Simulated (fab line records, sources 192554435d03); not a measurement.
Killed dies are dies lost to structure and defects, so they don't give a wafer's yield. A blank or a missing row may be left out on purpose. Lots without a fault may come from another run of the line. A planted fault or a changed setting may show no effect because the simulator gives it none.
A struck lot beside a sound one | flow n5_finfet | 16 steps out of a route of 1938
Sound: wafers L400.3, L400.5, L400.6. Struck: wafer L394.1. (L394.6 of the same lot was not struck and is left out.) The cause comes at the end.
At each step with rows: each side's tool, then ch and its chambers, then its first start. Under that, the readings that differ: sound wafers | struck wafers | difference of the means | sigmas: that difference in standard deviations of wafers without a fault.
alike: readings whose means differ by less than 2 such deviations, and words and numbers that are the same on both sides. not compared: withheld readings, readings that some wafer has no value for, bounds like >300 that may hide the same value, and numbers for which the record gives no deviation and whose values overlap.
The two part at a step that has a row with sigmas, a row that says differs or no value, or rows on one side only. Numbers that don't overlap but have no deviation are shown without sigmas and don't part them. A reading that every wafer of one side lacks parts them only if that side has two wafers or more.

first, 7 steps without rows for these wafers: N5_HKMG_FIN_COAT_30 (time 60 s, resist thk 35 nm); N5_HKMG_FIN_COAT_06 (resist thk 90 nm); N5_HKMG_FIN_EBR_08; N5_HKMG_FIN_SOFTBAKE_07 (time 60 s); N5_HKMG_FIN_EXPOSE_09 (exposes mask NWFM); N5_HKMG_FIN_PEB_10 (peb time 60 s); N5_HKMG_FIN_DEVELOP_11 (develop time 30 s).
N5_HKMG_FIN_CD_MEAS_12: target cd 92.8 nm.
  sound on cd_sem-01 ch 0, day 7 15:30; struck on cd_sem-02 ch 0, day 6 03:41
  alike: cd_nm
N5_HKMG_FIN_OVL_MEAS_13:
  sound on overlay-01 ch 0, day 7 15:32; struck on overlay-02 ch 0, day 6 03:43
  alike: NWFM_OVL
N5_HKMG_FIN_INSPECT_14: inspects for defects (macro).
  sound on defect_inspect-01, day 7 15:33; struck on defect_inspect-02, day 6 03:44
  alike: raw_defect_count
N5_HKMG_FIN_DESCUM_17: chemistry O2, time 7.9 s.
  sound on rie_diel-01 ch 0,1,3, day 7 15:35; struck on rie_diel-04 ch 1, day 6 03:46
  alike: drypump_motor_current_A, oes_product_au, rf_vpp_V, showerhead_plenum_p_Torr, temp_c, throttle_valve_pct
  not compared: rf_hours_counter_h
N5_HKMG_FIN_ETCH_31: etches SiARC in CF4, target depth 45.5 nm, time 75.8 s.
  sound on rie_diel-01 ch 0,1,3, day 7 15:37; struck on rie_diel-04 ch 1, day 6 03:49
  alike: drypump_motor_current_A, etch_rf_on_time_s, oes_product_au, rf_vpp_V, showerhead_plenum_p_Torr, throttle_valve_pct
  not compared: rf_hours_counter_h
N5_HKMG_FIN_ETCH_32: etches SOC in N2/H2, target depth 240 nm, time 300 s.
  sound on rie_diel-01 ch 0,1,3, day 7 15:40; struck on rie_diel-04 ch 1, day 6 03:52
  reading                                     | sound             | struck | difference | sigmas
  model.etch.depth_nm (nm)                    | 241.7 242.3 241.2 | 322    | +80        |
  model.HKMG_FIN.feature_depth_nm (nm)        | 241.8 242.4 241.2 | 322    | +80        |
  model.SiARC_of_HKMG_FIN_COAT_30.thk_nm (nm) | 21.4 21 21.4      | 16.6   | -4.7       |
  alike: drypump_motor_current_A, h2_flow_sccm, oes_product_au, rf_vpp_V, showerhead_plenum_p_Torr, temp_c, throttle_valve_pct
  not compared: rf_hours_counter_h
then, 1 step without rows for these wafers: N5_HKMG_FIN_STRIP_33 (strips in N2/H2).
-- the record jumps here: 5 days lie between the struck wafers' starts before and after (it left off in module HKMG_FIN and takes up again in module BEOL_M4, whose first step shown is number 1111 of the route) --
N5_BEOL_M4_RC_MEAS_101:
  sound on prober-01 ch 0, day 13 20:49; struck on prober-02 ch 0, day 11 14:39
  alike: DIBL_N, DIBL_P, IOFF_N, IOFF_P, ION_N, ION_P, SS_N, SS_P, VT_N, VT_P
-- the record jumps here: 4 days lie between the struck wafers' starts before and after (it left off in module BEOL_M4 and takes up again in module PASSIVATION, whose first step shown is number 1936 of the route) --
N5_PASSIVATION_PROBE_49:
  sound on prober-01, day 18 01:11; struck on prober-02, day 15 17:40
  reading                  | sound | struck | difference | sigmas
  defect_limited_yield (%) | 90.9  | 94.8   | +3.9       | +2
  killed_at_M0_to_M3       | 40    | 13     | -27        | -3
  killed_dies              | 107   | 61     | -46        | -3
  killed_open              | 69    | 39     | -30        | -2
  killed_short             | 38    | 21     | -17        | -2
  sort_bin_5_function (%)  | 5.6   | 3.0    | -2.6       | -3
  sort_n_pass              | 1073  | 1119   | +46        | +3
  sort_yield_pct (%)       | 90.9  | 94.8   | +3.9       | +2
  alike: killed_at_M4_up, killed_at_contacts, killed_at_front_end, killed_at_other, killed_on_rim, sort_bin_6_memory

WHERE THEY PART
Only at N5_PASSIVATION_PROBE_49, within this record.

WHY: what the simulator had put in
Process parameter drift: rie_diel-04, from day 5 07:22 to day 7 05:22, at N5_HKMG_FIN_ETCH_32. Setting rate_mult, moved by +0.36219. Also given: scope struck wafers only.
